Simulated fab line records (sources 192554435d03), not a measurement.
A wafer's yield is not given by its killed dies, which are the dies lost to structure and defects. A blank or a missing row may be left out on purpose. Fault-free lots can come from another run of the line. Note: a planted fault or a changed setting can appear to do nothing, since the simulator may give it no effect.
Matching of chambers + flow n5_finfet + 4 sister chambers for N5_STI_FIN_REVEAL_CMP_04 on cmp-02
The step polishes, stops on Si3N4, t overpolish 4 s, target thk 131.83 nm. 20 wafers are shown with their chamber, then 10 later ones without.

## WAFERS PAIRED WITH THEIR CHAMBERS
| wafer  | chamber | motor_current_A (A) | time_to_endpoint_s (s) | edge_zone_pressure_frac |
|--------|---------|---------------------|------------------------|-------------------------|
| L074.4 | 3       | 8.0                 | 104                    | 0.993                   |
| L074.5 | 2       | 7.8                 | 99                     | 0.993                   |
| L074.6 | 3       | 7.4                 | 107                    | 0.993                   |
| L076.1 | 0       | 6.7                 | 104                    | 1.005                   |
| L076.3 | 2       | 8.0                 | 103                    | 1.000                   |
| L076.5 | 0       | 6.5                 | 109                    | 1.003                   |
| L077.1 | 1       | 8.2                 | 108                    | 0.993                   |
| L077.2 | 0       | 6.6                 | 107                    | 1.005                   |
| L077.5 | 2       | 7.9                 | 106                    | 0.996                   |
| L079.2 | 3       | 7.5                 | 108                    | 0.991                   |
| L079.4 | 1       | 8.6                 | 107                    | 1.002                   |
| L079.5 | 0       | 6.3                 | 105                    | 0.999                   |
| L082.2 | 0       | 6.8                 | 104                    | 1.007                   |
| L082.3 | 1       | 8.5                 | 103                    | 1.003                   |
| L082.6 | 2       | 7.8                 | 96                     | 1.002                   |
| L085.2 | 3       | 7.9                 | 105                    | 0.995                   |
| L085.4 | 2       | 7.7                 | 102                    | 0.989                   |
| L085.5 | 1       | 8.5                 | 106                    | 0.991                   |
| L093.3 | 1       | 8.6                 | 101                    | 1.005                   |
| L093.4 | 0       | 6.9                 | 106                    | 0.991                   |

SIGNATURES (means of the wafers above)
| reading                 | chamber 0 | chamber 1 | chamber 2 | chamber 3 | scatter within a chamber |
|-------------------------|-----------|-----------|-----------|-----------|--------------------------|
| motor_current_A         | 6.633     | 8.480     | 7.840     | 7.700     | 0.202                    |
| time_to_endpoint_s      | 105.83    | 105.00    | 101.20    | 106.00    | 2.76                     |
| edge_zone_pressure_frac | 1.00167   | 0.99880   | 0.99600   | 0.99300   | 0.00532                  |
Rule: a wafer lies at a distance from a chamber equal to the root of the sum of squares, over the readings, of (its reading less the chamber's mean, divided by the reading's scatter). The wafer belongs to the nearest chamber; if the next one is less than 2 further off, it can't be placed. The scatter: take each reading less its chamber's mean, square it, sum over the shown wafers, divide by the number of wafers less the number of chambers, and take the root.

## WAFERS WITHOUT THEIR CHAMBER
| wafer  | motor_current_A (A) | time_to_endpoint_s (s) | edge_zone_pressure_frac |
|--------|---------------------|------------------------|-------------------------|
| L093.6 | 8.5                 | 109                    | 1.002                   |
| L094.1 | 7.8                 | 106                    | 0.996                   |
| L094.4 | 7.8                 | 108                    | 0.993                   |
| L094.6 | 8.4                 | 105                    | 1.004                   |
| L095.1 | 7.7                 | 99                     | 0.998                   |
| L095.4 | 8.8                 | 103                    | 1.007                   |
| L095.5 | 7.3                 | 105                    | 0.997                   |
| L097.2 | 8.6                 | 104                    | 0.993                   |
| L097.3 | 7.9                 | 102                    | 1.009                   |
| L097.6 | 8.3                 | 107                    | 1.005                   |

## WHICH CHAMBER EACH WENT THROUGH
| wafer  | from the rows above          | in truth |
|--------|------------------------------|----------|
| L093.6 | 1                            | 1        |
| L094.1 | can't be placed: 3 or 2      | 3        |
| L094.4 | can't be placed: 3 or 2      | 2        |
| L094.6 | 1                            | 1        |
| L095.1 | can't be placed: 2 or 3      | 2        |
| L095.4 | 1                            | 1        |
| L095.5 | can't be placed: 3 or 2 or 0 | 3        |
| L097.2 | 1                            | 1        |
| L097.3 | can't be placed: 2 or 3 or 1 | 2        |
| L097.6 | can't be placed: 1 or 2      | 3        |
4 of 10 placed correctly. Cannot be placed on the basis of these rows: 6; the candidates contain the true chamber in 5. Placed wrongly: 0.
